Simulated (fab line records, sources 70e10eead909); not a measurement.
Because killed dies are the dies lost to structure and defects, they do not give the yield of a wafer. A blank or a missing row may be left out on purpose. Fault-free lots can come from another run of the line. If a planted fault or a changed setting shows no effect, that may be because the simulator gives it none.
2 desks, one fault    flow nand_harc    only its own numbers are on each desk; what lay behind them is given at the end

THE TOOL OWNER'S DESK: rie_diel-06
The tool's own readings at NHARC_THIN_TSV_ETCH_44 (etches the open film in CF4/O2, target depth 1594.2 nm, time 797.1 s): means of the sampled wafers that have a number, for each lot that ran on this tool. A lot is out of limits, marked OUT, if its mean lies more than 4 standard deviations from the usual mean; the brackets give that distance.
Columns: A = chamber_pressure_mTorr at NHARC_THIN_TSV_ETCH_44, usual 29.999 mTorr; B = drypump_motor_current_A at NHARC_THIN_TSV_ETCH_44, usual 5.5 A; C = oes_product_au at NHARC_THIN_TSV_ETCH_44, usual 1.000 a.u.; D = rf_vpp_V at NHARC_THIN_TSV_ETCH_44, usual 795 V; E = run_length_s at NHARC_THIN_TSV_ETCH_44, usual 818.3 s; F = showerhead_plenum_p_Torr at NHARC_THIN_TSV_ETCH_44, usual 1.84 Torr; G = throttle_valve_pct at NHARC_THIN_TSV_ETCH_44, usual 16.915 %
lot   first seen here  A       B    C      D    E                        F     G
L135  day 24 06:56     30.016  5.4  0.993  795  818.8                    1.85  16.915
L138  day 25 01:25     30.033  5.6  0.996  796  817.9                    1.85  16.914
L141  day 25 13:53     30.021  5.5  1.002  796  818.3                    1.86  16.919
L151  day 30 21:17     30.000  5.3  1.001  794  686.6 (-99 or more) OUT  1.82  16.914
This desk's finding: out of limits on L151; first on L151, day 30 21:17 (run_length_s at NHARC_THIN_TSV_ETCH_44). In limits: L135, L138, L141.

METROLOGY DESK
Means of the sampled wafers that have a number, per lot and without regard to the tool the lot ran on: this is what the gauges read. A lot is out of limits, marked OUT, if its mean lies more than 4 standard deviations from the usual mean; the brackets give that distance.
Columns: A = cd_nm at NHARC_THIN_TSV_CD_MEAS_12, usual 999.6 nm
lot   first seen here  A
L137  day 23 23:56     996.9
L135  day 24 06:41     1000.3
L136  day 24 07:46     998.8
L138  day 25 01:07     999.4
L139  day 25 02:25     998.4
L141  day 25 13:39     999.8
L140  day 25 14:58     1001.9
L145  day 27 10:37     999.8
L143  day 27 11:51     997.9
L144  day 27 12:53     1000.5
L151  day 30 21:01     1001.0
L157  day 32 18:37     998.6
This desk's finding: nothing out of limits on any of the 12 lots.

PUT TOGETHER
The tool owner's desk could have raised an alarm at day 30 21:17, on L151.
From the metrology desk's view, nothing was out of limits.
The metrology desk has L151 on record, within its limits.
Of the lots named, all ran NHARC_THIN_TSV_ETCH_44 on rie_diel-06.

WHAT THE SIMULATOR HAD PUT IN
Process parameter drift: rie_diel-06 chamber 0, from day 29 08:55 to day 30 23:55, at NHARC_THIN_TSV_ETCH_44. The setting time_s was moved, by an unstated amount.
Shown lots that were struck: L151.
Hours from the fault's start to each desk's first reading out of limits: the tool owner's desk, 36.
